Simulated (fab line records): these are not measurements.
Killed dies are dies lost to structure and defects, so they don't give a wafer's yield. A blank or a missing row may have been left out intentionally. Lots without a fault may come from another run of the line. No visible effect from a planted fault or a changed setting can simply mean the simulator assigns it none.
Chamber matching	flow nandHarc	rieDiel-12 running NHARC_A_STAIRCASE_TRIM_12: 4 sister chambers
The step chemistry O2, time 211.2 s. 18 wafers are shown with their chamber, then 9 later ones without.

WAFERS PAIRED WITH THEIR CHAMBERS
wafer	chamber	showerheadPlenumPTorr (Torr)	oesProductAu (a.u.)	rfVppV (V)
L078.1	2	3.71	0.987	57.5
L078.4	3	3.60	1.012	56.5
L078.6	1	3.41	1.000	57.5
L079.3	1	3.41	0.989	58.1
L079.4	3	3.60	1.001	58.3
L079.6	0	3.62	0.963	59.3
L081.1	3	3.59	1.001	58.8
L081.2	0	3.61	0.980	58.7
L081.4	1	3.41	0.995	58.5
L085.2	2	3.70	0.979	60.0
L085.3	1	3.40	0.988	57.9
L085.6	3	3.59	1.001	57.6
L088.1	2	3.69	0.981	56.8
L088.2	0	3.61	0.975	57.6
L088.4	0	3.61	0.978	58.9
L093.1	0	3.60	0.987	59.7
L093.2	2	3.69	0.984	57.9
L093.3	1	3.39	1.014	58.0

SIGNATURES (averages over the wafers above)
reading	chamber 0	chamber 1	chamber 2	chamber 3	scatter within a chamber
showerheadPlenumPTorr	3.6100	3.4040	3.6975	3.5950	0.008
oesProductAu	0.97660	0.99720	0.98275	1.00375	0.00794
rfVppV	58.840	58.000	58.050	57.800	0.914
Rule: for each reading, subtract the chamber's mean from the wafer's reading, divide by that reading's scatter and square the result; add these up over the readings and take the root, which gives the wafer's distance from the chamber. The wafer belongs to the nearest chamber; if the next one is less than 2 further off, it can't be placed. The scatter: take each reading less its chamber's mean, square it, sum over the shown wafers, divide by the number of wafers less the number of chambers, and take the root.

WAFERS MISSING THEIR CHAMBER
wafer	showerheadPlenumPTorr (Torr)	oesProductAu (a.u.)	rfVppV (V)
L094.1	3.39	1.012	56.0
L094.2	3.60	0.984	57.7
L094.3	3.58	1.003	59.0
L095.3	3.68	0.974	58.6
L095.4	3.58	1.008	59.3
L095.6	3.58	1.016	57.9
L097.1	3.59	0.976	58.2
L097.4	3.58	1.006	58.1
L097.5	3.39	0.995	57.3

THE CHAMBER EACH PASSED THROUGH
wafer	from the rows above	in truth
L094.1	1	1
L094.2	can't be placed: 0 or 3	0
L094.3	3	3
L095.3	2	2
L095.4	3	3
L095.6	3	3
L097.1	can't be placed: 0 or 3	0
L097.4	3	3
L097.5	1	1
Correctly placed: 7 of 9. From these rows, 2 cannot be placed; in 2 the true chamber is one of the candidates. 0 placed wrongly.
